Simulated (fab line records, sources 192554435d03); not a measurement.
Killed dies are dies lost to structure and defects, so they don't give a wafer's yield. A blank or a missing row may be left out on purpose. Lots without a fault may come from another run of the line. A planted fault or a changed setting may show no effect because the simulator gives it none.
Which tool did it? | flow n5_finfet | 10 lots, 30 wafers sampled, at 5 steps of a route of 1938

WHAT THE GAUGES READ, wafer by wafer
N5_BEOL_M4_RC_MEAS_101.
lot  | measured     | on        | DIBL_N (mV/V)
L537 | day 7 15:56  | prober-01 | 40.9 39.8 36.5
L540 | day 9 03:07  | prober-02 | 34.3 34.0 32.7
L541 | day 9 10:52  | prober-02 | 33.9 37.5 35.4
L542 | day 10 02:00 | prober-02 | 32.7 34.2 35.7
L543 | day 9 23:12  | prober-01 | 35.3 35.7 32.9
L544 | day 10 07:46 | prober-02 | 36.7 36.1 37.2
L554 | day 12 16:12 | prober-02 | 35.5 34.0 36.1
L555 | day 12 22:46 | prober-01 | 37.1 35.1 37.7
L558 | day 14 04:22 | prober-01 | 36.3 36.6 35.2
L560 | day 14 06:26 | prober-01 | 37.2 37.9 39.3

WHICH TOOL RAN EACH LOT (tool, then ch and the chambers of the sampled wafers, then the start)
lot  | N5_HKMG_FIN_ALD_79                 | N5_HKMG_FIN_COAT_66               | N5_HKMG_FIN_ETCHBACK_68           | N5_HKMG_FIN_CMP_94
L537 | ald_metal-01 ch 0,1,2, day 4 05:00 | litho_track-04 ch 0, day 4 09:45  | rie_metal-03 ch 0,1, day 4 10:03  | cmp-04 ch 0,1,3, day 4 11:39
L540 | ald_metal-02 ch 1,3, day 4 21:58   | litho_track-02 ch 0, day 5 02:17  | rie_metal-03 ch 0,1, day 5 02:34  | cmp-01 ch 0,2, day 5 04:07
L541 | ald_metal-02 ch 0,1,3, day 5 04:08 | litho_track-03 ch 0, day 5 08:44  | rie_metal-01 ch 0,1, day 5 09:12  | cmp-03 ch 1,2,3, day 5 10:46
L542 | ald_metal-02 ch 0,1,3, day 5 11:13 | litho_track-03 ch 0, day 5 15:55  | rie_metal-02 ch 0,1, day 5 16:12  | cmp-04 ch 0,1,2, day 5 17:44
L543 | ald_metal-04 ch 0,1, day 5 13:52   | litho_track-04 ch 0, day 5 18:26  | rie_metal-01 ch 0,1, day 5 18:47  | cmp-01 ch 1,2,3, day 5 20:22
L544 | ald_metal-01 ch 0,1, day 5 20:53   | litho_track-03 ch 0, day 6 01:32  | rie_metal-01 ch 0,1, day 6 01:55  | cmp-03 ch 0,1,2, day 6 03:31
L554 | ald_metal-01 ch 2,3, day 8 06:07   | litho_track-03 ch 0, day 8 11:22  | rie_metal-02 ch 0,1, day 8 11:47  | cmp-03 ch 0,1, day 8 13:17
L555 | ald_metal-02 ch 0,1,3, day 8 13:55 | litho_track-03 ch 0, day 8 18:08  | rie_metal-03 ch 1, day 8 18:25    | cmp-01 ch 0,1,3, day 8 19:58
L558 | ald_metal-04 ch 1, day 9 07:22     | litho_track-04 ch 0, day 9 12:30  | rie_metal-02 ch 0,1, day 9 12:52  | cmp-01 ch 0,2, day 9 14:25
L560 | ald_metal-01 ch 0,1,3, day 9 20:45 | litho_track-02 ch 0, day 10 01:34 | rie_metal-02 ch 0,1, day 10 01:50 | cmp-04 ch 0,2, day 10 03:25
- N5_HKMG_FIN_ALD_79: deposits TiN, target thk 1.5 nm, pulse time 1 s, purge time 3 s.
- N5_HKMG_FIN_COAT_66: time 60 s, resist thk 300 nm.
- N5_HKMG_FIN_ETCHBACK_68: etches the open film in Cl2/Ar, stops on HfO2, target depth 0.5 nm.
- N5_HKMG_FIN_CMP_94: polishes, stops on SiNx, t overpolish 4.7 s, target thk 43.299 nm.

THE ANSWER, worked out from the rows above alone
Rule: what is usual is taken from the lots themselves. Put in order of their means at a reading, lots are off if they are a third of the lots or fewer, leave a main group of 4 or more, and stand apart from it by a gap of 3 or more times the standard deviation of the main group's means; of several such gaps the widest counts. A main group whose means are all the same, to the digits that the tables above print for the reading, isn't used. A lot without any number at a reading at which 4 lots or more have one is off too. The other lots that the step has rows for count as sound.
No lot is off at any reading shown: from this, nothing can be told.

WHAT THE SIMULATOR HAD PUT IN
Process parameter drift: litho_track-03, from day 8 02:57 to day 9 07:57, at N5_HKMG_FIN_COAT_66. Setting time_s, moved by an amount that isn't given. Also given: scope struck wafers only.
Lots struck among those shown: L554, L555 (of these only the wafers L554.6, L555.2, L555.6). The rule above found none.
